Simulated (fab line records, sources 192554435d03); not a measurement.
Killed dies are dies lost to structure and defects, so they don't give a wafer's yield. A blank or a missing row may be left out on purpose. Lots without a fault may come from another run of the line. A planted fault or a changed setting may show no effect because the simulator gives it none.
Chamber matching | flow n5_finfet | N5_HKMG_FIN_ALD_21 on ald_metal-04: 4 sister chambers
The step deposits TiN, target thk 1.5 nm, pulse time 1 s, purge time 3 s. 7 wafers are shown with their chamber, then 7 later ones without.

WAFERS WITH THEIR CHAMBER
wafer  | chamber | heater_power_w (W) | precursor_pulse_height_rel
L084.1 | 1       | 905                | 0.980
L084.2 | 2       | 960                | 0.997
L084.4 | 0       | 908                | 0.999
L088.2 | 0       | 885                | 1.021
L088.6 | 3       | 774                | 1.019
L094.1 | 3       | 798                | 1.001
L094.2 | 2       | 991                | 1.010

WAFERS WITHOUT THEIR CHAMBER
wafer  | heater_power_w (W) | precursor_pulse_height_rel
L094.3 | 930                | 0.981
L094.4 | 902                | 0.991
L094.5 | 980                | 0.995
L094.6 | 796                | 0.977
L097.3 | 988                | 1.009
L097.4 | 887                | 0.983
L097.6 | 910                | 1.033

WHICH CHAMBER EACH WENT THROUGH
wafer  | from the rows above          | in truth
L094.3 | can't be placed: 1 or 0 or 2 | 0
L094.4 | can't be placed: 1 or 0      | 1
L094.5 | 2                            | 2
L094.6 | 3                            | 3
L097.3 | 2                            | 2
L097.4 | can't be placed: 1 or 0      | 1
L097.6 | 0                            | 0
Placed correctly: 4 of 7. Can't be placed from these rows: 3 (the true chamber is among the candidates in 3). Placed wrongly: 0.
How it was worked out, from the rows above alone: a wafer's distance from a chamber is the root of the sum, over the readings, of the square of ((its reading less the chamber's mean) divided by the reading's scatter). The wafer belongs to the nearest chamber; if the next one is less than 2 further off, it can't be placed. A chamber's mean is the mean of its shown wafers. The scatter: the root of (the sum of the squares of (reading less its chamber's mean) over the shown wafers, divided by (wafers less chambers)).
